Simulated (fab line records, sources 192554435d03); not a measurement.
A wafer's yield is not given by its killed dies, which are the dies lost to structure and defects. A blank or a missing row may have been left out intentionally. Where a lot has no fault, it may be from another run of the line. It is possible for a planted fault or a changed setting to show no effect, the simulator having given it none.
Split-lot trial -- flow n5-finfet -- 7 lots, 39 wafers read, on a route of 1938 steps

THE SPLIT ITSELF
At N5_BEOL_M11_TRENCH_ETCH_37 (etches SiCOH lowk in C4F6/O2, target depth 148.83 nm, time 48 s), the setting time-s was moved away from the recipe's 48 s on 12 of the 39 wafers read, by -53.5% to +47.5%. The other wafers ran this setting at the recipe's value.

FROM THE SPLIT TO THE READING: what the file shows between them, 11 steps
- N5_BEOL_M11_ETCH_41: etches SiCN in CH3F/O2, target depth 42.6 nm, time 86 s
- N5_BEOL_M11_STRIP_77: strips in N2/H2, time 10 s
- N5_BEOL_M11_OCD_MEAS_38
- N5_BEOL_M11_HM_STRIP_39: strips TiN in peroxide tin strip, target depth 25 nm, time 158 s
- N5_BEOL_M11_SRD_40: time 30 s
- N5_BEOL_M11_ECD_50: material Cu, target thk 318 nm
- N5_BEOL_M11_ANNEAL_51: time 90 s
- N5_BEOL_M11_CMP_52: polishes, stops on SiCOH lowk, t overpolish 7 s, target thk 140 nm
- N5_BEOL_M11_THK_MEAS_53: measures by xrf
- N5_BEOL_M11_PRE_CLEAN_55: time 15 s
- N5_BEOL_M11_DEP_56: deposits SiCN from 3MS/NH3, target thk 30 nm, time 10.5 s

THE READING
At N5_BEOL_M11_RS_MEAS_57, a four-point-probe measurement gives M11_RS in ohm/sq. A value of 0.1496 ohm/sq with a standard deviation of 0.003 ohm/sq is what fault-free wafers of this fab line usually give.

wafer,"tool, chamber at the split","time-s as run, s",against the recipe,"M11_RS, ohm/sq",against lot-mates on the recipe
L074.1,"rie-diel-05, 2",48,recipe,0.1521,-
L074.2,"rie-diel-05, 3",48,recipe,0.1540,-
L074.3,"rie-diel-05, 1",22.34,-53.5%,0.3884,+0.2353
L074.4,"rie-diel-05, 0",22.34,-53.5%,0.4069,+0.2538
L074.5,"rie-diel-05, 3",48,recipe,0.1532,-
L074.6,"rie-diel-05, 0",22.34,-53.5%,0.3994,+0.2463
L078.1,"rie-diel-01, 1",48,recipe,0.1455,-
L078.2,"rie-diel-01, 0",48,recipe,0.1463,-
L078.3,"rie-diel-01, 3",48,recipe,0.1437,-
L078.4,"rie-diel-01, 1",48,recipe,0.1478,-
L078.5,"rie-diel-01, 0",48,recipe,0.1474,-
L078.6,"rie-diel-01, 3",48,recipe,0.1447,-
L079.1,"rie-diel-05, 3",48,recipe,0.1498,-
L079.2,"rie-diel-05, 0",24.95,-48.0%,0.3351,+0.1846
L079.3,"rie-diel-05, 1",24.95,-48.0%,0.3422,+0.1917
L079.4,"rie-diel-05, 2",24.95,-48.0%,0.3389,+0.1884
L079.5,"rie-diel-05, 1",48,recipe,0.1501,-
L079.6,"rie-diel-05, 2",48,recipe,0.1515,-
L080.1,"rie-diel-03, 3",48,recipe,0.1517,-
L080.2,"rie-diel-03, 0",48,recipe,0.1511,-
L080.3,"rie-diel-03, 1",48,recipe,0.1511,-
L080.4,"rie-diel-03, 0",48,recipe,0.1534,-
L080.5,"rie-diel-03, 3",48,recipe,0.1503,-
L080.6,"rie-diel-03, 1",48,recipe,0.1482,-
L083.1,"rie-diel-05, 1",35.93,-25.1%,0.2042,+0.0561
L083.2,"rie-diel-05, 3",35.93,-25.1%,0.2104,+0.0623
L083.3,"rie-diel-05, 0",48,recipe,0.1462,-
L083.4,"rie-diel-05, 2",48,recipe,0.1517,-
L083.5,"rie-diel-05, 0",48,recipe,0.1464,-
L083.6,"rie-diel-05, 3",35.93,-25.1%,0.2099,+0.0618
L095.1,"rie-diel-05, 3",48,recipe,0.1528,-
L095.2,"rie-diel-05, 1",48,recipe,0.1474,-
L095.3,"rie-diel-05, 0",70.79,+47.5%,0.0957,-0.0541
L095.4,"rie-diel-05, 2",70.79,+47.5%,0.0995,-0.0503
L095.5,"rie-diel-05, 0",48,recipe,0.1492,-
L095.6,"rie-diel-05, 1",70.79,+47.5%,0.0950,-0.0548
L094.2,"rie-diel-05, 0",48,recipe,0.1480,-
L094.4,"rie-diel-05, 1",48,recipe,0.1483,-
L094.6,"rie-diel-05, 0",48,recipe,0.1488,-

THE FIT
A straight line over all 39 wafers: M11_RS changes by -0.00313 ohm/sq for each +1% of time-s; r = -0.91; the points scatter about the line by 0.035 ohm/sq.
The same after taking each lot's own level away (the mean of its wafers on the recipe; 39 wafers): -0.0031 ohm/sq for each +1%; r = -0.91; scatter 0.034 ohm/sq.
According to that fit, moving time-s by its largest amount changes the reading by 0.17 ohm/sq.
The span of the lots' own levels, 0.14590 to 0.15310 ohm/sq, comes to 2.4 times the standard deviation stated above.
The two slopes agree, so the slope changes little with the lot-to-lot level.
Check: with one of the wafers moved furthest among these (-53.5%) left out of the fit, the line predicts +0.173 ohm/sq for it against its lot-mates. Against them it came out at +0.235 ohm/sq.

OTHER SPLITS APPLIED TO THESE WAFERS
Other splits were also applied to these wafers ahead of the reading. Each is held against what the fit with the lots' levels taken away leaves over:
other split on the same wafers,wafers away from the commonest value,r with M11_RS (lot level and that fit taken away)
N5_BEOL_M3_ILD_DEP_00 time-s,18,+0.02
N5_BEOL_M5_DEP_56 target-thk-a,12,+0.01

THE WHOLE CHAIN: every reading that the file lists as answering this split, in the file's order
step,what it does,reading,change (the file's fit),r (the file's)
N5_BEOL_M11_TRENCH_ETCH_37,"etches SiCOH lowk in C4F6/O2, target depth 148.83 nm, time 48 s","BEOL_M11.feature-depth-nm (the simulator's own value, which no gauge read)",+1.46 nm for each +1% of the setting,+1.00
N5_BEOL_M11_TRENCH_ETCH_37,"etches SiCOH lowk in C4F6/O2, target depth 148.83 nm, time 48 s","etch.depth-nm (the simulator's own value, which no gauge read)",+1.46 nm for each +1% of the setting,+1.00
N5_BEOL_M11_TRENCH_ETCH_37,"etches SiCOH lowk in C4F6/O2, target depth 148.83 nm, time 48 s","TiN_of_BEOL_M11_HM_DEP_02.thk-nm (the simulator's own value, which no gauge read)",-0.0395 nm for each +1% of the setting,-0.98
N5_BEOL_M11_OCD_MEAS_38,,trench-depth-nm,+1.46 nm for each +1% of the setting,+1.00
N5_BEOL_M11_CMP_52,"polishes, stops on SiCOH lowk, t overpolish 7 s, target thk 140 nm","Cu_of_BEOL_M11_ECD_50.thk-nm (the simulator's own value, which no gauge read)",+1.47 nm for each +1% of the setting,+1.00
N5_BEOL_M11_THK_MEAS_53,measures by xrf,M11_THK,+1.44 for each +1% of the setting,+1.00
N5_BEOL_M11_RS_MEAS_57,measures by four-point-probe,M11_RS,-0.00325 for each +1% of the setting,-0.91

THE FILE'S OWN FIT
M11_RS changes by -0.00325 ohm/sq for each +1% of time-s, r = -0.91.
